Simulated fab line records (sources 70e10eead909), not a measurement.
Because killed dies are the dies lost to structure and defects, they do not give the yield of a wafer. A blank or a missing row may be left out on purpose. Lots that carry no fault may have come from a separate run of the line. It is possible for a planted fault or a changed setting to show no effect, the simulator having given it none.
fab line records -- flow nandHarc
record: lots: 13, wafers: 39, lastDay: 33
route steps=1302 shown A_BLC@1130 A_M0@1145
lots untouched by any fault: they come from a run of this same line in which no faults occurred
startH: start of the lot's first displayed wafer, in hours after the record's first day -- waitH: how many hours have passed since the lot's step before this one -- " identical to the entry in the row above -- L1.1+2: several wafers, shown together as one row -- - no value, or no start given -- * or withheld: withheld -- < > ~ a bound
route shown NAME@n: NAME is a module with steps in the file, n the number in the route of the first one -- usual: the fault-free wafers' mean and standard deviation -- same: alike in all rows -- chamber/n: place in a boat -- sites: readings site by site -- _std_site: their standard deviation -- _edge_site: inner sites' mean taken away from outer sites' mean -- radiusMm: how far each site lies from the wafer's centre -- mask NAME#n: copy n -- behind: tool/chamber where the wafer was last shaped -- hold: what put the lot on hold/how long, in hours/how the hold closed -- device: whichever transistor did not switch (one of n, p or np) -- end of line: the same wafers' tests at the end of the route -- where a step has no rows: the recipe by itself -- killed: the dies lost at the first sort to structure and to defects; this is not the yield of the wafer -- map: a wafer's dies, marking killed ones x, the rest . and places with no die _
set.NAME: the setting that was run; set.NAME@STEP: the one run at that earlier step -- model.NAME: the simulator's own value behind a step, which no gauge read
a sample of lots followed through the steps of the route, with each step as a table and each wafer as a row
services: the hour from which a tool's chamber was out of use, counted from the record's first day as startH (under 0 if before that day), plus the number of hours and why
== steps ==
step: NHARC_A_BLC_PVD_32
recipe: targetThkA: 50, chamberPressurePa: 5, powerW: 5000, substrateTempC: 200, timeS: 17.7, material: Ti
usual: throttleValvePct: 30.0/0.8
lot.wafer,tool,chamber,startH,waitH,throttleValvePct
L916.3,pvdSputter-01,-,-,-,30.8
L916.2,pvdSputter-01,-,-,-,30.0
L916.4,pvdSputter-01,-,-,-,30.6
L917.2,pvdSputter-01,-,-,-,29.8
L917.1,pvdSputter-01,-,-,-,30.6
L917.5,pvdSputter-01,-,-,-,30.3
L918.2,pvdSputter-03,-,-,-,30.1
L918.3,pvdSputter-03,-,-,-,29.7
L918.5,pvdSputter-03,-,-,-,30.1
L919.3,pvdSputter-02,-,-,-,28.1
L919.4,pvdSputter-02,-,-,-,29.8
L919.5,pvdSputter-02,-,-,-,29.9
L924.3,pvdSputter-01,-,-,-,30.6
L924.4,pvdSputter-01,-,-,-,30.9
L924.2,pvdSputter-01,-,-,-,29.3
L922.3,pvdSputter-01,-,-,-,29.5
L922.4,pvdSputter-01,-,-,-,30.5
L922.6,pvdSputter-01,-,-,-,30.3
L927.3,pvdSputter-02,-,-,-,31.3
L927.1,pvdSputter-02,-,-,-,28.2
L927.6,pvdSputter-02,-,-,-,29.8
L928.4,pvdSputter-03,-,-,-,29.9
L928.6,pvdSputter-03,-,-,-,30.1
L928.5,pvdSputter-03,-,-,-,28.5
L930.3,pvdSputter-03,-,-,-,28.6
L930.2,pvdSputter-03,-,-,-,29.7
L930.5,pvdSputter-03,-,-,-,30.0
L931.4,pvdSputter-02,-,-,-,31.6
L931.2,pvdSputter-02,-,-,-,29.0
L931.5,pvdSputter-02,-,-,-,29.8
L934.1,pvdSputter-03,-,-,-,30.0
L934.3,pvdSputter-03,-,-,-,29.7
L934.5,pvdSputter-03,-,-,-,30.2
L938.3,pvdSputter-03,-,-,-,29.7
L938.1,pvdSputter-03,-,-,-,29.3
L938.6,pvdSputter-03,-,-,-,30.2
L937.4,pvdSputter-03,-,-,-,29.4
L937.5,pvdSputter-03,-,-,-,29.8
L937.6,pvdSputter-03,-,-,-,30.4
step: NHARC_A_BLC_INSPECT_28
usual: rawDefectCount: 538/120
lot.wafer,tool,chamber,startH,waitH,rawDefectCount
L916.2,defectInspect-02,-,531.23,0.1,380
L916.3,defectInspect-02,-,531.23,0.1,399
L916.4,defectInspect-02,-,531.23,0.1,572
L917.1,defectInspect-01,-,532.03,0.1,595
L917.2,defectInspect-01,-,532.03,0.1,771
L917.5,defectInspect-01,-,532.03,0.1,615
L918.2,defectInspect-02,-,537.69,0.1,510
L918.3,defectInspect-02,-,537.69,0.1,427
L918.5,defectInspect-02,-,537.69,0.1,443
L919.3,defectInspect-01,-,562.25,0.1,550
L919.4,defectInspect-01,-,562.25,0.1,383
L919.5,defectInspect-01,-,562.25,0.1,440
L924.2,defectInspect-01,-,604.03,0.1,625
L924.3,defectInspect-01,-,604.03,0.1,486
L924.4,defectInspect-01,-,604.03,0.1,437
L922.3,defectInspect-02,-,607.29,0.1,574
L922.4,defectInspect-02,-,607.29,0.1,601
L922.6,defectInspect-02,-,607.29,0.1,472
L927.1,defectInspect-02,-,636.25,0.1,546
L927.3,defectInspect-02,-,636.25,0.1,492
L927.6,defectInspect-02,-,636.25,0.1,588
L928.4,defectInspect-01,-,641.93,0.1,464
L928.5,defectInspect-01,-,641.93,0.1,539
L928.6,defectInspect-01,-,641.93,0.1,447
L930.2,defectInspect-02,-,673.30,0.1,415
L930.3,defectInspect-02,-,673.30,0.1,500
L930.5,defectInspect-02,-,673.30,0.1,574
L931.2,defectInspect-01,-,674.99,0.1,478
L931.4,defectInspect-01,-,674.99,0.1,463
L931.5,defectInspect-01,-,674.99,0.1,652
L934.1,defectInspect-02,-,697.78,0.1,554
L934.3,defectInspect-02,-,697.78,0.1,615
L934.5,defectInspect-02,-,697.78,0.1,576
L938.1,defectInspect-02,-,720.74,0.1,490
L938.3,defectInspect-02,-,720.74,0.1,549
L938.6,defectInspect-02,-,720.74,0.1,538
L937.4,defectInspect-01,-,726.45,0.1,498
L937.5,defectInspect-01,-,726.45,0.1,426
L937.6,defectInspect-01,-,726.45,0.1,593
step: NHARC_A_M0_PEB_07
recipe: pebTempC: 100, pebTimeS: 65
usual: heaterPowerTotalW: 156.6/0.42, plateTempC: 100.00/0.14
lot.wafer,tool,chamber,startH,waitH,heaterPowerTotalW,plateTempC
L916.2,lithoTrack-01,0,532.05,0.1,156.3,100.01
L916.3,lithoTrack-01,0,532.05,0.1,157.0,99.96
L916.4,lithoTrack-01,0,532.05,0.1,156.0,99.99
L917.1,lithoTrack-04,0,532.85,0.1,156.0,99.91
L917.2,lithoTrack-04,0,532.85,0.1,157.0,99.92
L917.5,lithoTrack-04,0,532.85,0.1,157.0,100.09
L918.2,lithoTrack-06,0,538.51,0.1,157.1,100.05
L918.3,lithoTrack-06,0,538.51,0.1,157.1,99.85
L918.5,lithoTrack-06,0,538.51,0.1,156.2,99.96
L919.3,lithoTrack-04,0,563.08,0.0,156.4,100.32
L919.4,lithoTrack-04,0,563.08,0.0,157.2,99.89
L919.5,lithoTrack-04,0,563.08,0.0,156.8,100.07
L924.2,lithoTrack-06,0,604.73,0.1,156.7,100.15
L924.3,lithoTrack-06,0,604.73,0.1,157.0,100.34
L924.4,lithoTrack-06,0,604.73,0.1,156.5,100.18
L922.3,lithoTrack-06,0,607.99,0.0,156.0,99.73
L922.4,lithoTrack-06,0,607.99,0.0,157.2,99.77
L922.6,lithoTrack-06,0,607.99,0.0,157.0,99.90
L927.1,lithoTrack-01,0,637.07,0.1,155.9,100.20
L927.3,lithoTrack-01,0,637.07,0.1,156.8,100.13
L927.6,lithoTrack-01,0,637.07,0.1,157.2,99.98
L928.4,lithoTrack-06,0,642.75,0.0,157.2,100.14
L928.5,lithoTrack-06,0,642.75,0.0,156.0,100.12
L928.6,lithoTrack-06,0,642.75,0.0,156.0,100.14
L930.2,lithoTrack-06,0,674.12,0.1,156.3,99.95
L930.3,lithoTrack-06,0,674.12,0.1,157.1,99.83
L930.5,lithoTrack-06,0,674.12,0.1,157.1,99.77
L931.2,lithoTrack-04,0,675.82,0.1,156.1,99.75
L931.4,lithoTrack-04,0,675.82,0.1,156.7,99.84
L931.5,lithoTrack-04,0,675.82,0.1,156.9,99.92
L934.1,lithoTrack-04,0,698.48,0.1,177.6,109.75
L934.3,lithoTrack-04,0,698.48,0.1,177.9,109.65
L934.5,lithoTrack-04,0,698.48,0.1,177.7,109.67
L938.1,lithoTrack-01,0,721.55,0.1,157.1,99.82
L938.3,lithoTrack-01,0,721.55,0.1,157.1,99.78
L938.6,lithoTrack-01,0,721.55,0.1,157.0,100.23
L937.4,lithoTrack-06,0,727.27,0.0,156.6,100.21
L937.5,lithoTrack-06,0,727.27,0.0,156.0,100.22
L937.6,lithoTrack-06,0,727.27,0.0,155.9,100.09
step: NHARC_A_M0_CD_MEAS_09
recipe: targetCdNm: 80, landingEnergyEv: 500
usual: cdNm: 79.7/0.9
lot.wafer,tool,chamber,startH,waitH,cdNm
L916.2,cdSem-01,0,532.13,-,80.2
L916.3,cdSem-01,0,532.13,-,79.8
L916.4,cdSem-01,0,532.13,-,79.9
L917.1,cdSem-03,0,532.93,-,79.8
L917.2,cdSem-03,0,532.93,-,79.6
L917.5,cdSem-03,0,532.93,-,80.0
L918.2,cdSem-03,0,538.59,-,80.9
L918.3,cdSem-03,0,538.59,-,79.7
L918.5,cdSem-03,0,538.59,-,80.5
L919.3,cdSem-03,0,563.16,-,79.1
L919.4,cdSem-03,0,563.16,-,79.1
L919.5,cdSem-03,0,563.16,-,79.2
L924.2,cdSem-03,0,604.81,-,78.4
L924.3,cdSem-03,0,604.81,-,80.7
L924.4,cdSem-03,0,604.81,-,80.4
L922.3,cdSem-03,0,608.07,-,79.1
L922.4,cdSem-03,0,608.07,-,80.7
L922.6,cdSem-03,0,608.07,-,80.0
L927.1,cdSem-01,0,637.15,-,80.0
L927.3,cdSem-01,0,637.15,-,79.4
L927.6,cdSem-01,0,637.15,-,79.5
L928.4,cdSem-02,0,642.83,-,81.0
L928.5,cdSem-02,0,642.83,-,79.5
L928.6,cdSem-02,0,642.83,-,80.7
L930.2,cdSem-03,0,674.20,-,80.7
L930.3,cdSem-03,0,674.20,-,80.4
L930.5,cdSem-03,0,674.20,-,81.1
L931.2,cdSem-02,0,675.90,-,78.7
L931.4,cdSem-02,0,675.90,-,78.7
L931.5,cdSem-02,0,675.90,-,79.0
L934.1,cdSem-01,0,698.56,-,108.3
L934.3,cdSem-01,0,698.56,-,108.2
L934.5,cdSem-01,0,698.56,-,109.3
L938.1,cdSem-01,0,721.63,-,80.2
L938.3,cdSem-01,0,721.63,-,81.1
L938.6,cdSem-01,0,721.63,-,80.8
L937.4,cdSem-02,0,727.36,-,81.1
L937.5,cdSem-02,0,727.36,-,80.7
L937.6,cdSem-02,0,727.36,-,81.0
step: NHARC_A_M0_INSPECT_11
usual: rawDefectCount: 95/33
lot.wafer,tool,chamber,startH,waitH,rawDefectCount
L916.2,defectInspect-02,-,532.25,0.0,21
L916.3,defectInspect-02,-,532.25,0.0,26
L916.4,defectInspect-02,-,532.25,0.0,29
L917.1,defectInspect-01,-,533.05,0.0,134
L917.2,defectInspect-01,-,533.05,0.0,152
L917.5,defectInspect-01,-,533.05,0.0,131
L918.2,defectInspect-01,-,538.71,0.0,146
L918.3,defectInspect-01,-,538.71,0.0,147
L918.5,defectInspect-01,-,538.71,0.0,149
L919.3,defectInspect-02,-,563.28,0.0,69
L919.4,defectInspect-02,-,563.28,0.0,54
L919.5,defectInspect-02,-,563.28,0.0,53
L924.2,defectInspect-01,-,604.94,0.0,68
L924.3,defectInspect-01,-,604.94,0.0,71
L924.4,defectInspect-01,-,604.94,0.0,65
L922.3,defectInspect-01,-,608.19,0.0,124
L922.4,defectInspect-01,-,608.19,0.0,105
L922.6,defectInspect-01,-,608.19,0.0,101
L927.1,defectInspect-01,-,637.28,0.0,106
L927.3,defectInspect-01,-,637.28,0.0,99
L927.6,defectInspect-01,-,637.28,0.0,120
L928.4,defectInspect-02,-,642.95,0.0,86
L928.5,defectInspect-02,-,642.95,0.0,67
L928.6,defectInspect-02,-,642.95,0.0,70
L930.2,defectInspect-01,-,674.32,0.0,142
L930.3,defectInspect-01,-,674.32,0.0,138
L930.5,defectInspect-01,-,674.32,0.0,145
L931.2,defectInspect-02,-,676.03,0.0,116
L931.4,defectInspect-02,-,676.03,0.0,78
L931.5,defectInspect-02,-,676.03,0.0,95
L934.1,defectInspect-01,-,698.68,0.0,114
L934.3,defectInspect-01,-,698.68,0.0,114
L934.5,defectInspect-01,-,698.68,0.0,137
L938.1,defectInspect-02,-,721.77,0.0,125
L938.3,defectInspect-02,-,721.77,0.0,106
L938.6,defectInspect-02,-,721.77,0.0,98
L937.4,defectInspect-02,-,727.48,0.0,88
L937.5,defectInspect-02,-,727.48,0.0,76
L937.6,defectInspect-02,-,727.48,0.0,94
== services ==
tool,chamber,startH,hours,kind
pvdSputter-03,-,526.00,10.0,pm
lithoTrack-06,-,529.00,7.0,pm
lithoTrack-04,-,553.00,7.0,pm
pvdSputter-03,-,577.69,6.1,repair
pvdSputter-01,-,582.04,10.0,pm
pvdSputter-03,-,615.17,1.0,repair
pvdSputter-02,-,638.05,10.0,pm
pvdSputter-01,-,661.44,2.3,repair
pvdSputter-02,-,666.66,1.3,repair
pvdSputter-01,-,677.00,13.4,repair
lithoTrack-01,-,680.00,7.0,pm
lithoTrack-06,-,704.00,7.0,pm
== key ==
firstSign: step: NHARC_A_M0_PEB_07, reading: plateTempC, direction: up, sigmas: 69, usual: *, struck: *
effect: step: NHARC_A_M0_PEB_07, reading: heaterPowerTotalW, direction: up, sigmas: 50, usual: *, struck: *
effect: step: NHARC_A_M0_CD_MEAS_09, reading: cdNm, direction: up, sigmas: 32, usual: 79.7, struck: 108.6
metAt NHARC_A_M0_PEB_07
struckLots L934
sortLeftOut L934.1,L934.3,L934.5
notActingAt NHARC_A_BLC_PVD_32,NHARC_A_BLC_INSPECT_28,NHARC_A_M0_INSPECT_11
onsetBetween 675.82 698.48
fault: kind: processParameterDrift, tool: lithoTrack-04, chamber: -, onsetH: 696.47, steps: NHARC_A_M0_PEB_07, channel: pebTempC, offset: *, shape: step, endH: 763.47, actsIn: *, stated: *
sortLeftOut: the simulated sort isn't trusted on such a fault, so these wafers' sort isn't shown, and their yield isn't known
